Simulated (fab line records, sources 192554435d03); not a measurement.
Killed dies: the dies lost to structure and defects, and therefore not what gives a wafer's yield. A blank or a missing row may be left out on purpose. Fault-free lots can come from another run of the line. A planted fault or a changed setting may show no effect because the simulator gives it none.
fab line records + flow n5-finfet
record
- lots=14
- wafers=41
- last-day=18
route steps=1938 shown BEOL_M4@1054
lots untouched by any fault: they come from a run of this same line in which no faults occurred
start-h: start of the lot's first displayed wafer, in hours after the record's first day + wait-h: how many hours have passed since the lot's step before this one + " the same as in the row above + L1.1+2: several wafers, shown together as one row + - no value, or no start given + * or withheld: withheld + < > ~ a bound
route shown NAME@n: NAME is a module with steps in the file, n the number in the route of the first one + usual: mean/standard deviation of fault-free wafers + same: alike in all rows + chamber/n: place in a boat + sites: readings site by site + _std_site: how widely they spread, as a standard deviation + _edge_site: outer sites' mean less inner sites' + radius-mm: for every site, how far away it sits from the centre of the wafer + mask NAME#n: copy n + behind: the most recent tool/chamber to have shaped the wafer + hold: why the lot went on hold/how many hours it stayed there/how the hold came to an end + device: which transistor (n, p or np) failed to switch + end of line: tests run on the same wafers once the route is complete + step lacking rows: just its recipe + killed: the dies lost at the first sort to structure and to defects; this is not the yield of the wafer + map: dies across one wafer; x = killed, . = not, _ = none there
set.NAME: the setting the step ran with; set.NAME@STEP: the setting that earlier step ran with + model.NAME: the simulator's own value behind a step, which no gauge read
steps of the route over a sample of lots; a table a step, a row a wafer
services: when a tool's chamber went out of use (start-h, in hours from the record's first day, below 0 if earlier), for how many hours, and the reason
## steps
# step N5_BEOL_M4_PEB_26
# recipe
- peb-temp-c=100
- peb-time-s=60
- resist=CAR-EUV
# usual
- chill-plate-temp-C=22.98/0.12
- exhaust-pa=45.0/0.84
- heater-power-total-W=154.0/1
| lot.wafer | tool           | chamber | start-h | wait-h | chill-plate-temp-C | exhaust-pa | heater-power-total-W |
|-----------|----------------|---------|---------|--------|--------------------|------------|----------------------|
| L176.1    | litho-track-05 | 0       | 156.24  | 0.1    | 23.01              | 45.0       | 153.5                |
| L176.3    | "              | 0       | "       | "      | 22.96              | 45.8       | 153.9                |
| L176.6    | "              | 0       | "       | "      | 23.03              | 44.1       | 152.8                |
| L178.1    | litho-track-04 | 0       | 187.23  | 0.1    | 23.07              | 46.1       | 152.7                |
| L178.3    | "              | 0       | "       | "      | 23.08              | 45.4       | 155.6                |
| L178.6    | "              | 0       | "       | "      | 23.12              | 44.2       | 154.0                |
| L179.1    | litho-track-04 | 0       | 187.85  | 0.1    | 23.08              | 46.4       | 154.9                |
| L179.3    | "              | 0       | "       | "      | 22.88              | 45.9       | 152.4                |
| L179.6    | "              | 0       | "       | "      | 22.96              | 45.1       | 155.5                |
| L180.2    | litho-track-04 | 0       | 192.74  | 0.1    | 23.11              | 44.6       | 152.5                |
| L180.4    | "              | 0       | "       | "      | 23.05              | 46.0       | 155.7                |
| L180.5    | "              | 0       | "       | "      | 22.95              | 44.5       | 154.2                |
| L181.1    | litho-track-04 | -       | 192.99  | 0.1    | -                  | -          | -                    |
| L181.3    | "              | -       | "       | "      | -                  | -          | -                    |
| L181.4    | "              | -       | "       | "      | -                  | -          | -                    |
| L182.2    | litho-track-03 | -       | 199.73  | 0.1    | -                  | -          | -                    |
| L182.4    | "              | -       | "       | "      | -                  | -          | -                    |
| L182.5    | "              | -       | "       | "      | -                  | -          | -                    |
| L188.1    | litho-track-03 | 0       | 246.61  | 0.1    | 22.96              | 45.9       | 152.9                |
| L188.3    | "              | 0       | "       | "      | 23.00              | 45.2       | 152.9                |
| L188.4    | "              | 0       | "       | "      | 23.01              | 46.0       | 154.7                |
| L189.2    | litho-track-03 | 0       | 247.23  | 0.1    | 23.07              | 46.8       | 154.9                |
| L189.3    | "              | 0       | "       | "      | 22.72              | 45.5       | 153.0                |
| L189.5    | "              | 0       | "       | "      | 22.78              | 45.2       | 154.3                |
| L191.1    | litho-track-04 | 0       | 252.20  | 0.1    | 22.98              | 44.6       | 155.0                |
| L191.5    | "              | 0       | "       | "      | 22.97              | 45.2       | 155.3                |
| L191.6    | "              | 0       | "       | "      | 23.01              | 45.8       | 153.9                |
| L190.1    | litho-track-05 | 0       | 259.54  | 0.1    | 22.90              | 44.6       | 153.7                |
| L190.4    | "              | 0       | "       | "      | 22.85              | 46.2       | 155.5                |
| L190.5    | "              | 0       | "       | "      | 22.87              | 46.5       | 155.2                |
| L193.3    | litho-track-05 | 0       | 260.81  | 0.1    | 23.01              | 43.6       | 152.7                |
| L193.4    | "              | 0       | "       | "      | 23.20              | 43.7       | 152.9                |
| L193.6    | "              | 0       | "       | "      | 23.02              | 44.4       | 154.3                |
| L192.1    | litho-track-03 | 0       | 264.98  | 0.1    | 22.93              | 45.9       | 155.5                |
| L192.3    | "              | 0       | "       | "      | 23.12              | 45.4       | 152.8                |
| L192.5    | "              | 0       | "       | "      | 23.13              | 44.5       | 153.7                |
| L198.5    | litho-track-05 | 0       | 294.63  | 0.0    | 22.95              | 45.7       | 152.6                |
| L198.6    | "              | 0       | "       | "      | 23.01              | 46.5       | 152.5                |
| L197.2    | litho-track-03 | 0       | 303.83  | 0.1    | 23.09              | 45.0       | 152.8                |
| L197.4    | "              | 0       | "       | "      | 23.18              | 44.2       | 153.2                |
| L197.6    | "              | 0       | "       | "      | 23.21              | 44.9       | 152.6                |
# step N5_BEOL_M4_OVL_MEAS_29
# recipe
- points-per-wafer=522
# usual
- V3_OVL=-0.5/0.69
# same
- points-per-wafer=522
| lot.wafer | tool       | chamber | start-h | wait-h | V3_OVL[nm] |
|-----------|------------|---------|---------|--------|------------|
| L176.1    | overlay-02 | 0       | 156.34  | 0.0    | -1.2       |
| L176.3    | "          | 0       | "       | "      | -0.2       |
| L176.6    | "          | 0       | "       | "      | 0.5        |
| L178.1    | overlay-02 | 0       | 187.33  | 0.0    | -0.4       |
| L178.3    | "          | 0       | "       | "      | 0.3        |
| L178.6    | "          | 0       | "       | "      | -0.1       |
| L179.1    | overlay-01 | 0       | 187.95  | 0.0    | -0.6       |
| L179.3    | "          | 0       | "       | "      | -0.9       |
| L179.6    | "          | 0       | "       | "      | -1.5       |
| L180.2    | overlay-02 | 0       | 192.84  | 0.0    | -0.1       |
| L180.4    | "          | 0       | "       | "      | -0.5       |
| L180.5    | "          | 0       | "       | "      | -0.3       |
| L181.1    | overlay-02 | 0       | 193.09  | 0.0    | -          |
| L181.3    | "          | 0       | "       | "      | -          |
| L181.4    | "          | 0       | "       | "      | -          |
| L182.2    | overlay-02 | 0       | 199.83  | 0.0    | -          |
| L182.4    | "          | 0       | "       | "      | -          |
| L182.5    | "          | 0       | "       | "      | -          |
| L188.1    | overlay-01 | 0       | 246.70  | 0.0    | -0.5       |
| L188.3    | "          | 0       | "       | "      | -1.5       |
| L188.4    | "          | 0       | "       | "      | -1.8       |
| L189.2    | overlay-01 | 0       | 247.33  | 0.0    | -1.1       |
| L189.3    | "          | 0       | "       | "      | -0.8       |
| L189.5    | "          | 0       | "       | "      | -1.1       |
| L191.1    | overlay-02 | 0       | 252.30  | 0.0    | -1.2       |
| L191.5    | "          | 0       | "       | "      | -1.8       |
| L191.6    | "          | 0       | "       | "      | -0.5       |
| L190.1    | overlay-01 | 0       | 259.64  | 0.0    | -0.5       |
| L190.4    | "          | 0       | "       | "      | -0.2       |
| L190.5    | "          | 0       | "       | "      | -0.5       |
| L193.3    | overlay-01 | 0       | 260.91  | 0.0    | -0.5       |
| L193.4    | "          | 0       | "       | "      | 0.3        |
| L193.6    | "          | 0       | "       | "      | 0.0        |
| L192.1    | overlay-02 | 0       | 265.08  | 0.0    | -0.7       |
| L192.3    | "          | 0       | "       | "      | -1.1       |
| L192.5    | "          | 0       | "       | "      | -0.5       |
| L198.5    | overlay-02 | 0       | 294.74  | 0.0    | 0.2        |
| L198.6    | "          | 0       | "       | "      | -0.4       |
| L197.2    | overlay-01 | 0       | 303.93  | 0.0    | -0.2       |
| L197.4    | "          | 0       | "       | "      | 0.2        |
| L197.6    | "          | 0       | "       | "      | 0.6        |
# step N5_BEOL_M4_DESCUM_33
# recipe
- chemistry=O2
- time-s=7
- source-power-w=50
- bias-power-w=20
- pressure-mtorr=20
- rf-frequency-hz=2.712e+07
- temp-c=40
- resist=CAR-EUV
- o2-flow-sccm=225
# usual
- drypump-motor-current-A=5.8/0.55
- oes-product-au=0.82/0.096
- rf-vpp-V=244.0/1.3
- showerhead-plenum-p-Torr=2.16/0.06
- throttle-valve-pct=20.34/0.25
| lot.wafer | tool        | chamber | start-h | wait-h | drypump-motor-current-A | oes-product-au | rf-hours-counter-h | rf-vpp-V | showerhead-plenum-p-Torr | throttle-valve-pct |
|-----------|-------------|---------|---------|--------|-------------------------|----------------|--------------------|----------|--------------------------|--------------------|
| L176.1    | rie-diel-03 | 1       | 156.43  | 0.0    | 5.5                     | 0.72           | 174                | 243.5    | 2.17                     | 20.48              |
| L176.3    | "           | 2       | "       | "      | 5.0                     | 0.84           | 65                 | 244.8    | 2.14                     | 20.74              |
| L176.6    | "           | 1       | "       | "      | 5.5                     | 0.72           | -                  | 244.4    | 2.17                     | 20.46              |
| L178.1    | rie-diel-06 | 0       | 187.42  | 0.0    | 5.8                     | 0.70           | 222                | 243.0    | 2.16                     | 20.54              |
| L178.3    | "           | 2       | "       | "      | 6.3                     | 0.68           | 246                | 243.2    | 2.04                     | 20.40              |
| L178.6    | "           | 2       | "       | "      | 6.3                     | 0.69           | -                  | 242.7    | 2.04                     | 20.40              |
| L179.1    | rie-diel-03 | 0       | 188.04  | 0.0    | 5.2                     | 0.89           | 31                 | 243.4    | 2.12                     | 20.10              |
| L179.3    | "           | 1       | "       | "      | 5.5                     | 0.71           | 184                | 244.2    | 2.17                     | 20.47              |
| L179.6    | "           | 0       | "       | "      | 5.2                     | 0.89           | -                  | 242.4    | 2.12                     | 20.08              |
| L180.2    | rie-diel-06 | 0       | 192.93  | 0.0    | 5.7                     | 0.70           | 223                | 244.7    | 2.16                     | 20.53              |
| L180.4    | "           | 3       | "       | "      | 5.4                     | 0.94           | 7                  | 246.1    | 2.25                     | 20.42              |
| L180.5    | "           | 3       | "       | "      | 5.4                     | 0.95           | -                  | 245.0    | 2.25                     | 20.42              |
| L181.1    | rie-diel-06 | 3       | 193.19  | 0.0    | 5.4                     | 0.94           | 7                  | 245.4    | 2.25                     | 20.43              |
| L181.3    | "           | 0       | "       | "      | 5.7                     | 0.70           | 223                | 244.5    | 2.16                     | 20.51              |
| L181.4    | "           | 1       | "       | "      | 6.6                     | 0.72           | 209                | 244.5    | 2.18                     | 20.56              |
| L182.2    | rie-diel-03 | 1       | 199.93  | 0.0    | 5.5                     | 0.71           | 188                | 243.6    | 2.17                     | 20.48              |
| L182.4    | "           | 0       | "       | "      | 5.2                     | 0.89           | 36                 | 243.4    | 2.11                     | 20.11              |
| L182.5    | "           | 2       | "       | "      | 5.0                     | 0.81           | -                  | 242.0    | 2.14                     | 20.75              |
| L188.1    | rie-diel-01 | 0       | 247.73  | 1.0    | 6.3                     | 0.76           | 143                | 243.6    | 2.18                     | 20.26              |
| L188.3    | "           | 3       | "       | "      | 6.5                     | 0.91           | 16                 | 245.6    | 2.14                     | 20.16              |
| L188.4    | "           | 2       | "       | "      | 5.2                     | 0.80           | 84                 | 244.8    | 2.18                     | 20.12              |
| L189.2    | rie-diel-01 | 2       | 248.72  | 1.3    | 5.2                     | 0.81           | 85                 | 244.6    | 2.18                     | 20.12              |
| L189.3    | "           | 0       | "       | "      | 6.3                     | 0.74           | 143                | 243.1    | 2.18                     | 20.29              |
| L189.5    | "           | 1       | "       | "      | 5.8                     | 0.98           | -                  | 245.5    | 2.22                     | 19.89              |
| L191.1    | rie-diel-01 | 0       | 252.92  | 0.6    | 6.4                     | 0.75           | 145                | 243.6    | 2.18                     | 20.29              |
| L191.5    | "           | 1       | "       | "      | 5.7                     | 0.97           | -                  | 245.1    | 2.22                     | 19.90              |
| L191.6    | "           | 0       | "       | "      | 6.3                     | 0.74           | -                  | 244.7    | 2.18                     | 20.29              |
| L190.1    | rie-diel-01 | 3       | 259.73  | 0.0    | 6.6                     | 0.89           | 21                 | 243.0    | 2.14                     | 20.18              |
| L190.4    | "           | 1       | "       | "      | 5.7                     | 0.95           | 13                 | 244.8    | 2.22                     | 19.89              |
| L190.5    | "           | 1       | "       | "      | 5.7                     | 0.95           | -                  | 247.1    | 2.22                     | 19.89              |
| L193.3    | rie-diel-06 | 2       | 261.04  | 0.1    | 6.3                     | 0.97           | 12                 | 241.6    | 2.04                     | 19.93              |
| L193.4    | "           | 1       | "       | "      | 6.6                     | 0.70           | 232                | 244.3    | 2.17                     | 20.58              |
| L193.6    | "           | 1       | "       | "      | 6.6                     | 0.69           | -                  | 244.1    | 2.17                     | 20.59              |
| L192.1    | rie-diel-06 | 1       | 265.20  | 0.1    | 6.6                     | 0.70           | 233                | 244.3    | 2.17                     | 20.60              |
| L192.3    | "           | 2       | "       | "      | 6.3                     | 0.97           | 13                 | 244.4    | 2.04                     | 19.95              |
| L192.5    | "           | 2       | "       | "      | 6.3                     | 0.98           | -                  | 240.5    | 2.04                     | 19.96              |
| L198.5    | rie-diel-01 | 3       | 294.83  | 0.0    | 6.5                     | 0.86           | -                  | 244.0    | 2.13                     | 20.20              |
| L198.6    | "           | 0       | "       | "      | 6.3                     | 0.74           | -                  | 244.3    | 2.18                     | 20.31              |
| L197.2    | rie-diel-01 | 1       | 304.20  | 0.2    | 5.8                     | 0.92           | 31                 | 244.6    | 2.22                     | 19.90              |
| L197.4    | "           | 0       | "       | "      | 6.2                     | 0.73           | 167                | 244.6    | 2.17                     | 20.31              |
| L197.6    | "           | 3       | "       | "      | 6.6                     | 0.85           | -                  | 243.0    | 2.13                     | 20.21              |
# step N5_BEOL_M4_ETCH_70
# recipe
- chemistry=N2/H2
- target=SOC
- target-depth-a=800
- overetch-a=240
- mask-material=SiARC
- temp-c=40
- time-s=130
- ion-energy-ev=200
- pressure-mtorr=30
- source-w=840
- bias-w=150
- n2-flow-sccm=200
- h2-flow-sccm=200
# usual
- drypump-motor-current-A=5.8/0.53
- h2-flow-sccm=200.0/0.61
- oes-product-au=0.59/0.061
- rf-vpp-V=525.7/2.5
- showerhead-plenum-p-Torr=2.60/0.088
- throttle-valve-pct=17.69/0.23
| lot.wafer | tool        | chamber | start-h | wait-h | drypump-motor-current-A | h2-flow-sccm | oes-product-au | rf-hours-counter-h | rf-vpp-V | showerhead-plenum-p-Torr | throttle-valve-pct |
|-----------|-------------|---------|---------|--------|-------------------------|--------------|----------------|--------------------|----------|--------------------------|--------------------|
| L176.1    | rie-diel-06 | 1       | 160.81  | 0.0    | 6.6                     | 199.8        | 0.54           | 199                | 526.3    | 2.62                     | 17.73              |
| L176.3    | "           | 0       | "       | "      | 5.7                     | 199.9        | 0.52           | 213                | 525.3    | 2.62                     | 17.85              |
| L176.6    | "           | 0       | "       | "      | 5.8                     | 200.7        | 0.51           | -                  | 524.6    | 2.62                     | 17.86              |
| L178.1    | rie-diel-03 | 1       | 188.90  | 0.0    | 5.5                     | 200.0        | 0.53           | 184                | 525.8    | 2.63                     | 17.87              |
| L178.3    | "           | 2       | "       | "      | 5.0                     | 199.8        | 0.59           | 75                 | 525.4    | 2.59                     | 18.17              |
| L178.6    | "           | 0       | "       | "      | 5.2                     | 200.9        | 0.65           | -                  | 525.5    | 2.59                     | 17.53              |
| L179.1    | rie-diel-01 | 1       | 190.91  | 0.0    | 5.8                     | 199.1        | 0.49           | 251                | 519.3    | 2.38                     | 17.51              |
| L179.3    | "           | 0       | "       | "      | 6.3                     | 199.6        | 0.56           | 117                | 527.8    | 2.66                     | 17.58              |
| L179.6    | "           | 0       | "       | "      | 6.3                     | 199.4        | 0.56           | -                  | 528.7    | 2.66                     | 17.58              |
| L180.2    | rie-diel-03 | 1       | 193.99  | 0.0    | 5.5                     | 201.1        | 0.52           | 185                | 525.6    | 2.63                     | 17.88              |
| L180.4    | "           | 2       | "       | "      | 5.0                     | 199.8        | 0.59           | 76                 | 524.3    | 2.59                     | 18.20              |
| L180.5    | "           | 0       | "       | "      | 5.2                     | 199.5        | 0.66           | -                  | 524.6    | 2.59                     | 17.51              |
| L181.1    | rie-diel-01 | 2       | 194.02  | 0.0    | 5.2                     | 200.4        | 0.62           | 60                 | 528.8    | 2.71                     | 17.71              |
| L181.3    | "           | 1       | "       | "      | 5.8                     | 199.8        | 0.49           | 252                | 520.6    | 2.38                     | 17.50              |
| L181.4    | "           | 1       | "       | "      | 5.8                     | 201.0        | 0.49           | -                  | 520.1    | 2.38                     | 17.52              |
| L182.2    | rie-diel-01 | 0       | 212.02  | 0.0    | 6.3                     | 199.9        | 0.56           | 126                | 528.9    | 2.65                     | 17.59              |
| L182.4    | "           | 1       | "       | "      | 5.8                     | 199.3        | 0.48           | -                  | 519.8    | 2.37                     | 17.53              |
| L182.5    | "           | 2       | "       | "      | 5.2                     | 199.9        | 0.61           | -                  | 527.1    | 2.71                     | 17.75              |
| L188.1    | rie-diel-03 | 0       | 248.55  | 0.0    | 5.2                     | 199.3        | 0.63           | 56                 | 524.0    | 2.58                     | 17.57              |
| L188.3    | "           | 1       | "       | "      | 5.5                     | 200.2        | 0.52           | 208                | 528.4    | 2.62                     | 17.91              |
| L188.4    | "           | 2       | "       | "      | 5.0                     | 200.5        | 0.58           | 98                 | 524.1    | 2.58                     | 18.22              |
| L189.2    | rie-diel-01 | 2       | 251.11  | 0.0    | 5.2                     | 201.0        | 0.59           | 86                 | 528.5    | 2.70                     | 17.73              |
| L189.3    | "           | 0       | "       | "      | 6.3                     | 200.2        | 0.56           | 144                | 526.8    | 2.65                     | 17.63              |
| L189.5    | "           | 3       | "       | "      | 6.6                     | 199.9        | 0.66           | -                  | 524.7    | 2.60                     | 17.53              |
| L191.1    | rie-diel-01 | 2       | 255.27  | 0.0    | 5.2                     | 200.3        | 0.59           | 88                 | 527.6    | 2.70                     | 17.75              |
| L191.5    | "           | 3       | "       | "      | 6.6                     | 199.9        | 0.66           | -                  | 527.0    | 2.60                     | 17.51              |
| L191.6    | "           | 2       | "       | "      | 5.2                     | 200.7        | 0.60           | -                  | 528.5    | 2.70                     | 17.77              |
| L193.3    | rie-diel-01 | 1       | 263.06  | 0.0    | 5.8                     | 200.6        | 0.69           | 14                 | 528.6    | 2.69                     | 17.12              |
| L193.4    | "           | 0       | "       | "      | 6.3                     | 200.3        | 0.55           | 150                | 525.5    | 2.64                     | 17.64              |
| L193.6    | "           | 1       | "       | "      | 5.8                     | 199.5        | 0.69           | -                  | 528.8    | 2.69                     | 17.14              |
| L190.1    | rie-diel-06 | 2       | 263.09  | 0.0    | 6.3                     | 199.4        | 0.70           | 12                 | 524.3    | 2.51                     | 17.59              |
| L190.4    | "           | 1       | "       | "      | 6.6                     | 200.6        | 0.52           | 232                | 526.8    | 2.61                     | 17.79              |
| L190.5    | "           | 3       | "       | "      | 5.4                     | 198.8        | 0.66           | -                  | 529.0    | 2.69                     | 17.59              |
| L192.1    | rie-diel-03 | 3       | 273.11  | 0.0    | 5.9                     | 201.0        | 0.56           | 135                | 521.1    | 2.43                     | 17.69              |
| L192.3    | "           | 1       | "       | "      | 5.5                     | 200.4        | 0.51           | 218                | 525.6    | 2.61                     | 17.93              |
| L192.5    | "           | 2       | "       | "      | 5.0                     | 200.5        | 0.57           | -                  | 524.7    | 2.57                     | 18.23              |
| L197.2    | rie-diel-03 | 3       | 307.36  | 0.0    | 6.0                     | 200.0        | 0.56           | 148                | 520.5    | 2.42                     | 17.70              |
| L197.4    | "           | 1       | "       | "      | 5.5                     | 199.2        | 0.50           | -                  | 524.2    | 2.61                     | 17.96              |
| L197.6    | "           | 3       | "       | "      | 6.0                     | 199.8        | 0.56           | -                  | 521.3    | 2.42                     | 17.71              |
| L198.5    | rie-diel-01 | 2       | 307.36  | 0.0    | 5.2                     | 200.0        | 0.58           | -                  | 528.1    | 2.69                     | 17.82              |
| L198.6    | "           | 1       | "       | "      | 5.8                     | 199.9        | 0.67           | -                  | 527.3    | 2.68                     | 17.16              |
## services
| tool        | chamber | start-h | hours | kind                          |
|-------------|---------|---------|-------|-------------------------------|
| rie-diel-06 | 3       | 136.50  | -     | clean                         |
| rie-diel-06 | 3       | 136.50  | -     | consumable-replace:focus-ring |
| rie-diel-06 | 3       | 136.50  | -     | consumable-replace:showerhead |
| rie-diel-06 | 2       | 169.03  | 5.1   | repair                        |
| rie-diel-01 | 3       | 172.08  | 16.0  | repair                        |
| rie-diel-01 | 1       | 175.77  | 9.0   | repair                        |
| rie-diel-06 | -       | 183.10  | 0.2   | repair                        |
| rie-diel-03 | 3       | 184.82  | 4.3   | repair                        |
| rie-diel-01 | 3       | 188.14  | -     | clean                         |
| rie-diel-01 | 3       | 188.14  | -     | consumable-replace:focus-ring |
| rie-diel-01 | 3       | 188.14  | 25.6  | scheduled-down                |
| rie-diel-01 | 3       | 188.14  | 25.6  | vent-cycle                    |
| rie-diel-01 | 1       | 213.94  | -     | clean                         |
| rie-diel-01 | 1       | 213.94  | -     | consumable-replace:focus-ring |
| rie-diel-01 | 1       | 213.94  | -     | consumable-replace:showerhead |
| rie-diel-01 | 1       | 213.94  | 18.5  | scheduled-down                |
| rie-diel-01 | 1       | 213.94  | 18.5  | vent-cycle                    |
| rie-diel-06 | -       | 233.19  | 15.6  | pm                            |
| rie-diel-06 | 3       | 251.02  | 9.4   | repair                        |
| rie-diel-03 | 3       | 259.60  | 4.2   | repair                        |
| rie-diel-06 | 0       | 263.94  | 4.2   | repair                        |
| rie-diel-06 | -       | 277.23  | 4.3   | pm                            |
| rie-diel-01 | 0       | 287.50  | 1.8   | repair                        |
| rie-diel-03 | 0       | 303.24  | 7.5   | repair                        |
## key
first-sign
- step=N5_BEOL_M4_PEB_26
- reading=tool-record
- direction=missing
effect none on later readings
met-at N5_BEOL_M4_PEB_26
struck-lots L181,L182
later-rows-left-out L181.1,L181.3,L181.4,L182.2,L182.4,L182.5
sort-left-out L181.1,L181.3,L181.4,L182.2,L182.4,L182.5
not-acting-at N5_BEOL_M4_OVL_MEAS_29,N5_BEOL_M4_DESCUM_33,N5_BEOL_M4_ETCH_70
onset-between 192.74 192.99
fault
- kind=skipped-step-whole
- tool=litho-track-03,litho-track-04
- chamber=-
- onset-h=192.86
- steps=N5_BEOL_M4_PEB_26
- scope=struck-lots-only
# sort-left-out: the simulated sort isn't trusted on such a fault, so these wafers' sort isn't shown, and their yield isn't known
# later-rows-left-out: the simulator's readings of these wafers behind a module that went badly wrong aren't trusted and aren't shown, but for the sort
